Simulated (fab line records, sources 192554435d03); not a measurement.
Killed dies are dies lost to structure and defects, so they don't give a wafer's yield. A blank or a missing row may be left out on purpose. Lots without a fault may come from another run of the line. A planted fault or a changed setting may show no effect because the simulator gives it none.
Chamber matching | flow n5_finfet | N5_HKMG_FIN_CMP_23 on cmp-04: 4 sister chambers
The step polishes, stops on SiNx, t overpolish 10 s, target thk 46.326 nm. 4 wafers are shown with their chamber, then 7 later ones without.

WAFERS WITH THEIR CHAMBER
wafer  | chamber | motor_current_A (A)
L079.1 | 1       | 14.3
L083.1 | 2       | 13.9
L084.1 | 0       | 10.9
L084.2 | 3       | 12.8

WAFERS WITHOUT THEIR CHAMBER
wafer  | motor_current_A (A)
L084.6 | 10.9
L091.1 | 13.0
L091.2 | 10.6
L091.3 | 13.7
L091.4 | 14.3
L091.5 | 10.8
L091.6 | 13.1

WHICH CHAMBER EACH WENT THROUGH
wafer  | from the rows above | in truth
L084.6 | 0                   | 0
L091.1 | 3                   | 3
L091.2 | 0                   | 0
L091.3 | 2                   | 2
L091.4 | 1                   | 1
L091.5 | 0                   | 0
L091.6 | 3                   | 3
Placed correctly: 7 of 7. Can't be placed from these rows: 0. Placed wrongly: 0.
How it was worked out, from the rows above alone: a wafer's distance from a chamber is the root of the sum, over the readings, of the square of ((its reading less the chamber's mean) divided by the reading's scatter). The wafer belongs to the nearest chamber; if the next one is less than 2 further off, it can't be placed. A chamber's mean is the mean of its shown wafers. The scatter: with one shown wafer a chamber, the root of the mean of the squares of how far each hidden wafer lies from its nearest shown one.
